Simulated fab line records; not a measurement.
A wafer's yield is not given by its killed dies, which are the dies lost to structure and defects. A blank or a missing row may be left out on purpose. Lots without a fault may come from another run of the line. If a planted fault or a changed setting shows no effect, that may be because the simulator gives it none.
A single fault, viewed from 3 desks || flow n5Finfet || numbers are kept per desk, each desk with only its own; the story behind them comes last

THE DEFECT DESK
Per lot, the means of the sampled wafers with a number show what the inspections along the route counted. The brackets show how far a lot's mean lies from the usual mean; more than 4 standard deviations puts the lot out of limits, marked OUT.
Columns: A = rawDefectCount at N5_FIN_CUT_INSPECT_10, usual 43
{"lot": "L791", "first seen here": "day 2 15:31", "A": 45}
{"lot": "L798", "first seen here": "day 4 14:02", "A": 48}
{"lot": "L801", "first seen here": "day 5 04:40", "A": 42}
{"lot": "L809", "first seen here": "day 7 04:47", "A": 47}
{"lot": "L810", "first seen here": "day 7 09:04", "A": 54}
{"lot": "L811", "first seen here": "day 7 14:58", "A": 37}
This desk's verdict: no lot among the 6 shows anything out of limits.

AT THE METROLOGY DESK
Lot by lot, what the gauges showed, no matter which tool ran the lot: averages of those sampled wafers that carry a number. The brackets show how far a lot's mean lies from the usual mean; more than 4 standard deviations puts the lot out of limits, marked OUT. Of its 11 readings 7 are shown: those that lie furthest out on some lot.
Columns: A = FIN_CUT_OVL at N5_FIN_CUT_OVL_MEAS_09, usual -0.1 nm; B = DIBL_P at N5_BEOL_M4_RC_MEAS_101, usual 36.6 mV/V; C = IOFF_N at N5_BEOL_M4_RC_MEAS_101, usual 0.160 nA/um; D = IOFF_P at N5_BEOL_M4_RC_MEAS_101, usual 0.217 nA/um; E = ION_P at N5_BEOL_M4_RC_MEAS_101, usual 464 uA/um; F = SS_P at N5_BEOL_M4_RC_MEAS_101, usual 73.4 mV/dec; G = VT_P at N5_BEOL_M4_RC_MEAS_101, usual -250 mV
{"lot": "L791", "first seen here": "day 2 15:28", "A": 0.3, "B": 35.8, "C": 0.159, "D": 0.195, "E": 460, "F": 73.1, "G": -251}
{"lot": "L798", "first seen here": "day 4 13:59", "A": -0.2, "B": 34.4, "C": 0.155, "D": 0.204, "E": 462, "F": 72.7, "G": -249}
{"lot": "L801", "first seen here": "day 5 04:37", "A": 0.3, "B": 37.0, "C": 0.168, "D": 0.241, "E": 469, "F": 73.3, "G": -247}
{"lot": "L809", "first seen here": "day 7 04:45", "A": -0.4, "B": 37.6, "C": 0.189, "D": 0.247, "E": 469, "F": 73.6, "G": -247}
{"lot": "L810", "first seen here": "day 7 09:01", "A": 0.4, "B": 35.8, "C": 0.153, "D": 0.235, "E": 472, "F": 73.3, "G": -246}
{"lot": "L811", "first seen here": "day 7 14:55", "A": -0.8, "B": 39.1, "C": 0.170, "D": 0.219, "E": 462, "F": 73.4, "G": -251}
This desk's verdict: no lot among the 6 shows anything out of limits.

AT THE TOOL OWNER'S DESK: rieSi-01
The tool's own readings at N5_FIN_CUT_CUT_ETCH_15 (etches Si in HBr/Cl2/O2, target depth 100 nm, bt time 10 s, time 42.4 s): means of the sampled wafers that have a number, for each lot that ran on this tool. The brackets show how far a lot's mean lies from the usual mean; more than 4 standard deviations puts the lot out of limits, marked OUT.
Columns: A = HBr_flow_sccm at N5_FIN_CUT_CUT_ETCH_15, usual 150.0 sccm; B = O2_flow_sccm at N5_FIN_CUT_CUT_ETCH_15, usual 11.99 sccm; C = drypumpMotorCurrentA at N5_FIN_CUT_CUT_ETCH_15, usual 5.7 A; D = oesProductAu at N5_FIN_CUT_CUT_ETCH_15, usual 1.005 a.u.; E = throttleValvePct at N5_FIN_CUT_CUT_ETCH_15, usual 37.03 %
{"lot": "L791", "first seen here": "day 2 16:11", "A": 150.3, "B": 12.01, "C": 5.7, "D": 1.001, "E": 37.00}
{"lot": "L798", "first seen here": "day 4 14:43", "A": 150.1, "B": 11.98, "C": 5.7, "D": 1.002, "E": 37.01}
{"lot": "L801", "first seen here": "day 5 05:20", "A": 150.4, "B": 11.96, "C": 5.7, "D": 1.010, "E": 36.95}
This desk's verdict: no lot among the 3 shows anything out of limits.

BROUGHT TOGETHER
Nothing the defect desk looked at was out of limits.
At the metrology desk, nothing out of limits was observed.
The desk of the tool owner found nothing out of limits.

WHAT THE SIMULATOR HAD PUT IN
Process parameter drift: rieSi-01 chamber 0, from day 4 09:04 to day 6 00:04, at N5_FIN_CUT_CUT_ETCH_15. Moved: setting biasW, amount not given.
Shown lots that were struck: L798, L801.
